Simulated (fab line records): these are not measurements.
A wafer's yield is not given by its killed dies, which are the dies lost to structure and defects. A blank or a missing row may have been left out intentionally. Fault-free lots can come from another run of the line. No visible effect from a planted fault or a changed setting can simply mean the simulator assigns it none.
What tool caused it? | flow n5_finfet | 10 lots with 29 wafers sampled at 4 steps, on a route of 1938 steps

WHAT THE GAUGES READ, wafer by wafer
N5_BEOL_M8_THK_MEAS_01. Usual: M8_ILD_THK typically reads 155.5 nm, with standard deviation 1.8.
lot  | measured     | on            | M8_ILD_THK (nm)   | flag
L696 | day 9 21:15  | film_metro-02 | 156.6 155.8 154.3 |
L697 | day 10 09:34 | film_metro-01 | 151.5 155.0 155.7 |
L699 | day 10 15:17 | film_metro-02 | 155.0 157.6 158.2 |
L698 | day 10 21:10 | film_metro-02 | 153.5 155.8 156.3 |
L700 | day 11 00:05 | film_metro-01 | 154.4 156.2 155.8 |
L705 | day 12 02:53 | film_metro-01 | 154.7 157.5 157.0 |
L707 | day 13 04:19 | film_metro-01 | 154.3 156.6 156.4 |
L708 | day 13 04:46 | film_metro-01 | 155.1 156.9 157.3 |
L714 | day 14 07:29 | film_metro-01 | 152.3 151.3       |
L719 | day 15 14:16 | film_metro-02 | 154.9 157.9 157.0 |

WHAT TOOL EACH LOT RAN ON (gives the tool, then ch and the chambers of the sampled wafers, and finally the start)
lot  | N5_BEOL_M7_ETCH_41                            | N5_BEOL_M7_ALD_77                   | N5_BEOL_M7_CMP_52
L696 | rie_diel-02 ch 0,1,2, day 9 19:08 or earlier  | ald_metal-01 ch 0,1,3, day 9 19:08  | cmp-01 ch 0,1,3, day 9 20:13
L697 | rie_diel-02 ch 1,3, day 10 05:20 or earlier   | ald_metal-02 ch 2,3, day 10 05:20   | cmp-03 ch 0,3, day 10 08:28
L699 | rie_diel-06 ch 2,3, day 10 12:38 or earlier   | ald_metal-01 ch 0,1,3, day 10 12:38 | cmp-03 ch 0,1,2, day 10 14:14
L698 | rie_diel-05 ch 0,2,3, day 10 15:59 or earlier | ald_metal-01 ch 0,2,3, day 10 15:59 | cmp-03 ch 0,1,3, day 10 20:05
L700 | rie_diel-02 ch 2,3, day 10 20:20 or earlier   | ald_metal-03 ch 1,3, day 10 20:20   | cmp-03 ch 1,3, day 10 23:01
L705 | rie_diel-06 ch 0,1,3, day 11 23:22 or earlier | ald_metal-01 ch 2,3, day 11 23:22   | cmp-01 ch 1,2,3, day 12 01:53
L707 | rie_diel-06 ch 2,3, day 13 00:14 or earlier   | ald_metal-02 ch 1,2,3, day 13 00:14 | cmp-03 ch 1,2, day 13 01:23
L708 | rie_diel-05 ch 0,1,2, day 13 00:49 or earlier | ald_metal-01 ch 1,2,3, day 13 00:49 | cmp-03 ch 0,2,3, day 13 02:13
L714 | rie_diel-06 ch 0,1, day 14 04:30 or earlier   | ald_metal-03 ch 0,1, day 14 04:30   | cmp-03 ch 0,2, day 14 06:25
L719 | rie_diel-05 ch 0,3, day 15 12:02 or earlier   | ald_metal-03 ch 0,2, day 15 12:02   | cmp-04 ch 0,3, day 15 13:12
- N5_BEOL_M7_ETCH_41: etches SiCN in CH3F/O2, target depth 31.9 nm, time 57.8 s.
- N5_BEOL_M7_ALD_77: deposits TaN, target thk 2 nm, pulse time 2 s, purge time 3 s.
- N5_BEOL_M7_CMP_52: polishes, stops on SiCOH lowk, t overpolish 6.9 s, target thk 80 nm.

WHAT THE TOOLS THEMSELVES READ (means of the sampled wafers that have a number; where no wafer has one, the mark that the record gives instead)
N5_BEOL_M7_ETCH_41. Usual: drypump_motor_current_A 5.7 A, standard deviation 0.34; oes_product_au 0.78 a.u., standard deviation 0.072; rf_vpp_V 297.1 V, standard deviation 1.9; showerhead_plenum_p_Torr 1.99 Torr, standard deviation 0.081; throttle_valve_pct 16.36 %, standard deviation 0.23.
lot  | tool        | drypump_motor_current_A (A) | oes_product_au (a.u.) | rf_vpp_V (V) | showerhead_plenum_p_Torr (Torr) | throttle_valve_pct (%) | flag
L696 | rie_diel-02 | 5.7                         | 0.75                  | 298.5        | 2.03                            | 16.42                  |
L697 | rie_diel-02 | 6.0                         | 0.76                  | 299.8        | 2.06                            | 16.57                  |
L699 | rie_diel-06 | 5.7                         | 0.79                  | 296.3        | 1.98                            | 16.41                  |
L698 | rie_diel-05 | 5.9                         | 0.77                  | 297.3        | 2.01                            | 16.24                  |
L700 | rie_diel-02 | 5.5                         | 0.75                  | 296.6        | 1.95                            | 16.32                  |
L705 | rie_diel-06 | 5.7                         | 0.82                  | 297.6        | 2.02                            | 16.35                  |
L707 | rie_diel-06 | 5.5                         | 0.84                  | 297.6        | 2.06                            | 16.19                  |
L708 | rie_diel-05 | 5.8                         | 0.75                  | 297.6        | 2.00                            | 16.30                  |
L714 | rie_diel-06 | 5.8                         | 0.76                  | 296.4        | 1.96                            | 16.59                  |
L719 | rie_diel-05 | 6.0                         | 0.74                  | 296.3        | 1.98                            | 16.37                  |

N5_BEOL_M7_ALD_77. Usual: chamber_pressure_Torr 3.000 Torr, standard deviation 0.0062; heater_power_w 435 W, standard deviation 53; precursor_vessel_carrier_sccm 1000 sccm, standard deviation 3.1; susceptor_temp_C 275.01 C, standard deviation 0.17.
lot  | tool         | chamber_pressure_Torr (Torr) | heater_power_w (W) | precursor_vessel_carrier_sccm (sccm) | susceptor_temp_C (C) | flag
L696 | ald_metal-01 | 2.997                        | 469                | 1000                                 | 274.92               |
L697 | ald_metal-02 | 2.998                        | 375                | 1001                                 | 275.05               |
L699 | ald_metal-01 | 3.004                        | 471                | 1001                                 | 274.86               |
L698 | ald_metal-01 | 3.006                        | 455                | 1000                                 | 275.11               |
L700 | ald_metal-03 | 3.002                        | 460                | 1002                                 | 274.95               |
L705 | ald_metal-01 | 2.998                        | 484                | 1002                                 | 275.06               |
L707 | ald_metal-02 | 2.994                        | 394                | 999                                  | 275.16               |
L708 | ald_metal-01 | 2.998                        | 498                | 998                                  | 275.04               |
L714 | ald_metal-03 | 2.992                        | 408                | 995                                  | 275.19               |
L719 | ald_metal-03 | 3.001                        | 355                | 1001                                 | 275.07               |

N5_BEOL_M7_CMP_52. Usual: barrier_field_endpoint_s 28.9 s, standard deviation 0.62; clearing_platen_down_force_psi 1.5003 psi, standard deviation 0.0027; motor_current_A 6.3 A, standard deviation 0.76; overpolish_run_s 6.900 s, standard deviation 0.0093; platen_rpm 50.00 rpm, standard deviation 0.033; time_to_endpoint_s 62.9 s, standard deviation 2.1.
lot  | tool   | barrier_field_endpoint_s (s) | clearing_platen_down_force_psi (psi) | motor_current_A (A) | overpolish_run_s (s) | platen_rpm (rpm) | time_to_endpoint_s (s) | flag
L696 | cmp-01 | 28.8                         | 1.5020                               | 6.1                 | 6.898                | 49.98            | 65.0                   |
L697 | cmp-03 | 28.8                         | 1.4996                               | 7.1                 | 6.893                | 49.99            | 60.8                   |
L699 | cmp-03 | 29.2                         | 1.5015                               | 5.9                 | 6.897                | 49.99            | 64.8                   |
L698 | cmp-03 | 28.0                         | 1.5005                               | 6.5                 | 6.897                | 50.00            | 61.0                   |
L700 | cmp-03 | 28.4                         | 1.4997                               | 6.5                 | 6.900                | 49.96            | 62.5                   |
L705 | cmp-01 | 29.0                         | 1.4960                               | 5.9                 | 6.908                | 49.99            | 62.2                   |
L707 | cmp-03 | 28.8                         | 1.5001                               | 6.2                 | 6.901                | 49.97            | 64.7                   |
L708 | cmp-03 | 29.1                         | 1.5026                               | 6.7                 | 6.894                | 49.99            | 61.7                   |
L714 | cmp-03 | 22.8                         | 1.4964                               | 6.0                 | 6.899                | 50.03            | 48.5                   | OFF
L719 | cmp-04 | 28.1                         | 1.5018                               | 5.5                 | 6.893                | 50.03            | 61.0                   |

THE ANSWER, worked out from the rows above alone
Rule: a lot counts as off when the mean over its wafers that have a number is more than 3 standard deviations away from the usual mean. A lot without any number at a reading at which 4 lots or more have one is off too. Any other lot the step has rows for is counted as sound. First the gauges in route order, then the tools' own readings, where a lot's mean is used as printed above. The first step at which some lot is off is used, and at that step the reading that is off furthest; a lot without a number counts as furthest.
Off: L714 (N5_BEOL_M7_CMP_52, barrier_field_endpoint_s).
If a tool, at that step or one of the process steps before it, ran each lot that is off and ran no sound lot following the first of them, it fits. N5_BEOL_M7_ETCH_41 gives no start for some lots, so the hours and the order of its lots are those of N5_BEOL_M7_ALD_77. This does not decide it: 2 tools fit, namely rie_diel-06 at N5_BEOL_M7_ETCH_41 and cmp-03 at N5_BEOL_M7_CMP_52.

WHAT THE SIMULATOR PUT IN
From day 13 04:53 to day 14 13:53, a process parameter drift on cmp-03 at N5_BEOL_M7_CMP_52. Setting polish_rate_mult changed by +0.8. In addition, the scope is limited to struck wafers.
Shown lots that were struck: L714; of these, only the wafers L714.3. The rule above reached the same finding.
